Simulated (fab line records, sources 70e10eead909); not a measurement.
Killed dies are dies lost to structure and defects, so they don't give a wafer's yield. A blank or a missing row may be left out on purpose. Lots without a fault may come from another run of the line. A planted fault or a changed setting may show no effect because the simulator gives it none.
fab line records | flow nand_harc
record lots=6 wafers=18 last_day=33
route steps=1302 shown A_CONTACT@1081
lots that met no fault: from a run of the same line without faults
start_h: hours from the record's first day to the start of the lot's first wafer shown | wait_h: hours since the lot's step before | " the same as in the row above | L1.1+2: a row that stands for several wafers | - no value, or no start given | * or withheld: withheld | < > ~ a bound
route shown NAME@n: a module of which the file shows steps, and the number in the route of the first | usual: mean/standard deviation of fault-free wafers | same: alike in all rows | chamber/n: place in a boat | sites: the reading at each site | _std_site: their standard deviation | _edge_site: outer sites' mean less inner sites' | radius_mm: how far each site lies from the wafer's centre | mask NAME#n: copy n | behind: the tool/chamber that last shaped the wafer | hold: why the lot was held/for how many hours/how that ended | device: the transistor (n, p or np) that didn't switch | end of line: the same wafers' tests at the end of the route | a step without rows: its recipe alone | killed: dies lost to structure and defects at the first sort, not the wafer's yield | map: a wafer's dies, x killed, . not, _ none there
set.NAME: the setting as run; set.NAME@STEP: as run at that earlier step | model.NAME: the simulator's own value behind a step, which no gauge read
lots at some steps of the route; a table a step, a row a wafer
services: from which hour (start_h, from the record's first day; less than 0 if before it) a tool's chamber was out of use, for how many hours, and why
## steps
# step NHARC_A_CONTACT_DESCUM_13
# recipe time_s=3 o2_flow_sccm=200 ar_flow_sccm=0 bias_power_w=0 chemistry=O2
# step NHARC_A_CONTACT_ETCH_88
# recipe target_depth_a=390 over_etch_frac=0.3 time_s=65 ion_energy_ev=80 cf4_flow_sccm=150 ar_flow_sccm=0 rf_w=300 bias_w=100 chemistry=CF4
# step NHARC_A_CONTACT_ETCH_89
# recipe target_depth_a=2600 over_etch_frac=0.3 time_s=475.3 ion_energy_ev=200 n2_flow_sccm=150 h2_flow_sccm=150 ar_flow_sccm=0 rf_w=400 bias_w=150 chemistry=N2/H2
# step NHARC_A_CONTACT_ETCH_30
# recipe target_depth_a=726 time_s=36.3 cf4_flow_sccm=100 chf3_flow_sccm=30 ar_flow_sccm=0 rf_w=500 bias_w=200 chemistry=CF4/CHF3
# usual drypump_motor_current_A=5.6/0.49 mfc_ar_sccm=0.008/0.0094 oes_product_au=0.933/0.02 rf_vpp_V=371.3/1.5 showerhead_plenum_p_Torr=1.59/0.038 throttle_valve_pct=16.803/0.0083
# columns lot.wafer tool chamber start_h wait_h drypump_motor_current_A mfc_ar_sccm oes_product_au rf_hours_counter_h rf_vpp_V showerhead_plenum_p_Torr throttle_valve_pct
L919.3 rie_diel-05 2 - - 5.9 0 0.920 55 368.6 1.57 16.791
L919.2 " 0 " " 4.6 0 0.917 45 373.6 1.66 16.803
L919.5 " 2 " " 5.9 0 0.928 - 370.9 1.57 16.809
L920.1 rie_diel-13 0 - - 5.8 0.023 0.943 10 370.7 1.57 16.797
L920.4 " 2 " " 6.1 0 0.954 13 372.0 1.63 16.807
L920.6 " 0 " " 5.8 0.023 0.948 - 371.1 1.57 16.797
L924.2 rie_diel-05 3 - - 5.8 0 0.934 18 369.8 1.58 16.802
L924.1 " 1 " " 4.7 0 0.947 15 369.6 1.54 16.801
L924.3 " 2 " " 5.9 0 0.936 16 369.5 1.57 16.800
L926.1 rie_diel-13 0 - - 5.8 0.023 0.967 17 371.1 1.56 16.805
L926.3 " 3 " " 5.2 0.020 0.960 26 370.4 1.60 16.815
L926.5 " 1 " " 6.1 0 0.980 - 371.6 1.60 16.787
L933.2 rie_diel-13 3 - - 5.1 0.020 0.922 0 372.7 1.60 16.815
L933.4 " 0 " " 5.8 0.023 0.935 1 370.7 1.56 16.796
L933.5 " 2 " " 6.0 0 0.924 - 372.1 1.62 16.803
L934.2 rie_diel-13 0 - - 5.8 0.023 0.957 4 370.1 1.56 16.798
L934.1 " 2 " " 6.0 0 0.923 4 371.1 1.62 16.804
L934.5 " 0 " " 5.8 0.023 0.955 - 369.9 1.56 16.798
# step NHARC_A_CONTACT_ETCH_31
# recipe target_depth_a=28000 over_etch_frac=0.3 time_s=728 ion_energy_ev=150 o2_flow_sccm=400 cos_flow_sccm=20 ar_flow_sccm=0 rf_w=500 bias_w=300 chemistry=O2/COS
# step NHARC_A_CONTACT_ETCH_134
# recipe source_w=withheld pressure_mtorr=20 bias_v=withheld time_s=140 target_depth_a=7000 ar_flow_sccm=withheld c4f8_flow_sccm=withheld o2_flow_sccm=withheld chemistry=C4F8/O2/Ar
# columns lot.wafer tool chamber start_h wait_h rf_hours_counter_h
L919.2 har_cap_etch-02 0 586.58 - 101
L919.3 " 0 " " -
L919.5 " 1 " " -
L920.1 har_cap_etch-02 0 598.40 - 103
L920.4 " 0 " " -
L920.6 " 1 " " -
L924.2 har_cap_etch-02 0 646.47 - 110
L924.1 " 1 " " 110
L924.3 " 0 " " -
L926.1 har_cap_etch-01 0 683.43 - 31
L926.3 " 0 " " -
L926.5 " 0 " " -
L933.2 har_cap_etch-03 1 710.58 - 81
L933.4 " 0 " " -
L933.5 " 0 " " -
L934.2 har_cap_etch-03 0 744.28 - 84
L934.1 " 1 " " 84
L934.5 " 0 " " -
# step NHARC_A_CONTACT_ETCH_135
# recipe source_w=withheld pressure_mtorr=20 bias_v=1200 time_s=311 target_depth_a=19120 ar_flow_sccm=withheld c4f8_flow_sccm=withheld o2_flow_sccm=withheld chemistry=C4F8/O2/Ar
# columns lot.wafer tool chamber start_h wait_h rf_hours_counter_h
L919.2 har_cap_etch-02 0 586.78 0.2 102
L919.3 " 0 " " -
L919.5 " 1 " " -
L920.1 har_cap_etch-02 0 598.62 0.2 103
L920.4 " 0 " " -
L920.6 " 1 " " -
L924.2 har_cap_etch-02 0 646.66 0.2 110
L924.1 " 1 " " 110
L924.3 " 0 " " -
L926.1 har_cap_etch-01 0 683.64 0.2 31
L926.3 " 0 " " -
L926.5 " 0 " " -
L933.2 har_cap_etch-03 1 710.79 0.2 81
L933.4 " 0 " " -
L933.5 " 0 " " -
L934.2 har_cap_etch-03 0 744.48 0.2 84
L934.1 " 1 " " 84
L934.5 " 0 " " -
# step NHARC_A_CONTACT_ETCH_136
# recipe source_w=withheld pressure_mtorr=20 bias_v=1200 time_s=311 target_depth_a=19120 ar_flow_sccm=withheld c4f8_flow_sccm=withheld o2_flow_sccm=withheld chemistry=C4F8/O2/Ar
# columns lot.wafer tool chamber start_h wait_h rf_hours_counter_h
L919.2 har_cap_etch-02 0 587.05 0.2 102
L919.3 " 0 " " -
L919.5 " 1 " " -
L920.1 har_cap_etch-02 0 598.89 0.2 103
L920.4 " 0 " " -
L920.6 " 1 " " -
L924.2 har_cap_etch-02 0 646.93 0.2 110
L924.1 " 1 " " 110
L924.3 " 0 " " -
L926.1 har_cap_etch-01 0 683.91 0.2 31
L926.3 " 0 " " -
L926.5 " 0 " " -
L933.2 har_cap_etch-03 1 711.06 0.2 81
L933.4 " 0 " " -
L933.5 " 0 " " -
L934.2 har_cap_etch-03 0 744.76 0.2 84
L934.1 " 1 " " 84
L934.5 " 0 " " -
# step NHARC_A_CONTACT_ETCH_137
# recipe source_w=withheld pressure_mtorr=20 bias_v=1200 time_s=311 target_depth_a=19120 ar_flow_sccm=withheld c4f8_flow_sccm=withheld o2_flow_sccm=withheld chemistry=C4F8/O2/Ar
# columns lot.wafer tool chamber start_h wait_h rf_hours_counter_h
L919.2 har_cap_etch-02 0 587.32 0.2 102
L919.3 " 0 " " -
L919.5 " 1 " " -
L920.1 har_cap_etch-02 0 599.16 0.2 103
L920.4 " 0 " " -
L920.6 " 1 " " -
L924.2 har_cap_etch-02 0 647.21 0.2 111
L924.1 " 1 " " 111
L924.3 " 0 " " -
L926.1 har_cap_etch-01 0 684.18 0.2 31
L926.3 " 0 " " -
L926.5 " 0 " " -
L933.2 har_cap_etch-03 1 711.33 0.2 81
L933.4 " 0 " " -
L933.5 " 0 " " -
L934.2 har_cap_etch-03 0 745.03 0.2 84
L934.1 " 1 " " 84
L934.5 " 0 " " -
# step NHARC_A_CONTACT_ETCH_138
# recipe source_w=withheld pressure_mtorr=20 bias_v=1200 time_s=311 target_depth_a=19140 ar_flow_sccm=withheld c4f8_flow_sccm=withheld o2_flow_sccm=withheld chemistry=C4F8/O2/Ar
# step NHARC_A_CONTACT_ETCH_139
# recipe source_w=withheld pressure_mtorr=20 bias_v=400 time_s=195 target_depth_a=8400 ar_flow_sccm=withheld c4f8_flow_sccm=11.5 o2_flow_sccm=7.2 chemistry=C4F8/O2/Ar
# step NHARC_A_CONTACT_ETCH_92
# recipe target_depth_a=400 over_etch_frac=0.5 time_s=85.7 ion_energy_ev=120 ch3f_flow_sccm=50 o2_flow_sccm=30 ar_flow_sccm=200 rf_w=500 bias_w=100 chemistry=CH3F/O2
# step NHARC_A_CONTACT_ETCH_98
# recipe target_depth_a=200 over_etch_frac=0.5 time_s=10 ion_energy_ev=250 c4f6_flow_sccm=25 o2_flow_sccm=20 ar_flow_sccm=500 rf_w=600 bias_w=500 chemistry=C4F6/O2
# usual drypump_motor_current_A=5.5/0.54 mfc_ar_sccm=499.7/1.7 oes_product_au=0.958/0.019 rf_vpp_V=548.0/2.1 showerhead_plenum_p_Torr=3.98/0.094 throttle_valve_pct=26.903/0.0094
# columns lot.wafer tool chamber start_h wait_h drypump_motor_current_A mfc_ar_sccm oes_product_au rf_hours_counter_h rf_vpp_V showerhead_plenum_p_Torr throttle_valve_pct
L919.3 rie_diel-13 2 588.60 0.1 6.0 501.3 0.971 11 550.0 4.06 26.906
L919.2 " 3 " " 5.2 499.6 0.943 10 550.2 4.00 26.909
L919.5 " 1 " " 6.0 501.3 0.952 - 548.4 4.00 26.897
L920.4 rie_diel-13 2 600.35 - 6.0 499.4 0.970 13 548.9 4.06 26.904
L920.1 " 3 " " 5.2 501.0 0.965 11 548.6 4.00 26.907
L920.6 " 2 " " 6.0 501.2 0.973 - 550.2 4.06 26.911
L924.2 rie_diel-13 1 648.44 - 6.0 501.4 0.946 21 549.2 3.99 26.889
L924.1 " 2 " " 6.0 499.0 0.754 22 548.9 4.05 26.904
L924.3 " 3 " " 5.2 499.3 0.964 20 549.6 4.00 26.901
L926.3 rie_diel-13 3 685.37 - 5.2 501.1 0.943 27 548.8 3.99 26.893
L926.1 " 2 " " 6.1 499.1 0.746 29 549.5 4.05 26.896
L926.5 " 3 " " 5.2 501.2 0.935 - 548.4 3.99 26.926
L933.4 rie_diel-05 2 712.59 - 6.0 501.0 0.958 28 547.2 3.90 26.890
L933.2 " 3 " " 5.8 501.4 0.967 45 546.7 3.93 26.901
L933.5 " 0 " " 4.7 502.0 0.952 - 550.8 4.11 26.925
L934.2 rie_diel-02 2 746.31 - 5.7 502.4 0.952 55 545.7 3.89 26.893
L934.1 " 0 " " 4.9 500.1 0.953 54 547.8 4.00 26.902
L934.5 " 2 " " 5.7 500.1 0.942 - 545.2 3.89 26.909
# step NHARC_A_CONTACT_CD_MEAS_15
# usual cd_nm=190.0/0.63
# columns lot.wafer tool chamber start_h wait_h cd_nm
L919.2 cd_sem-01 - 588.68 - 189.4
L919.3 " - " " 189.7
L919.5 " - " " 189.3
L920.1 cd_sem-02 - 600.43 - 190.0
L920.4 " - " " 191.2
L920.6 " - " " 190.9
L924.1 cd_sem-01 - 648.52 - 189.3
L924.2 " - " " 189.9
L924.3 " - " " 189.3
L926.1 cd_sem-01 - 685.45 - 189.1
L926.3 " - " " 188.9
L926.5 " - " " 188.8
L933.2 cd_sem-02 - 712.67 - 191.1
L933.4 " - " " 191.4
L933.5 " - " " 190.8
L934.1 cd_sem-03 - 746.39 - 189.1
L934.2 " - " " 189.8
L934.5 " - " " 190.1
## services
# columns tool chamber start_h hours kind
rie_diel-02 - 572.37 9.0 pm
rie_diel-13 0 577.64 - clean
rie_diel-13 1 577.64 - clean
rie_diel-13 2 577.64 - clean
rie_diel-13 3 577.64 - clean
rie_diel-13 0 580.67 9.0 repair
rie_diel-05 - 586.36 9.0 pm
rie_diel-13 2 598.16 1.7 repair
rie_diel-13 0 602.14 - clean
rie_diel-13 1 602.14 - clean
rie_diel-13 2 602.14 - clean
rie_diel-13 3 602.14 - clean
rie_diel-13 0 607.98 22.1 repair
rie_diel-02 2 615.15 3.0 repair
rie_diel-13 1 626.64 - clean
rie_diel-13 2 626.64 - clean
rie_diel-13 3 626.64 - clean
rie_diel-13 3 631.30 3.7 repair
rie_diel-05 0 646.93 4.1 repair
rie_diel-13 0 651.41 12.4 repair
rie_diel-05 2 676.54 28.7 repair
rie_diel-13 - 696.53 9.0 pm
rie_diel-02 0 725.99 1.9 repair
rie_diel-13 2 736.92 2.9 repair
## key
first_sign step=NHARC_A_CONTACT_ETCH_98 reading=oes_product_au direction=down sigmas=11 usual=0.958 struck=0.750
effect none on later readings
met_at NHARC_A_CONTACT_ETCH_98
struck_wafers L924.1,L926.1
later_rows_left_out L924.1,L926.1
sort_left_out L924.1,L926.1
tester_left_out L924,L926
onset_between 600.35 648.44
fault kind=process_parameter_drift tool=rie_diel-13 chamber=- onset_h=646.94 steps=NHARC_A_CONTACT_ETCH_98 channel=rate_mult offset=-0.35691 shape=step end_h=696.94 scope=struck_wafers_only
# tester_left_out: of these lots the tester's yield and bins aren't shown, on N5 and GAA mostly nor the transistor test; their killed dies are dies lost to structure and defects alone, not to doping, threshold or leakage, so they don't give the yield
# sort_left_out: the simulated sort isn't trusted on such a fault, so these wafers' sort isn't shown, and their yield isn't known
# later_rows_left_out: the simulator's readings of these wafers behind a module that went badly wrong aren't trusted and aren't shown, but for the sort
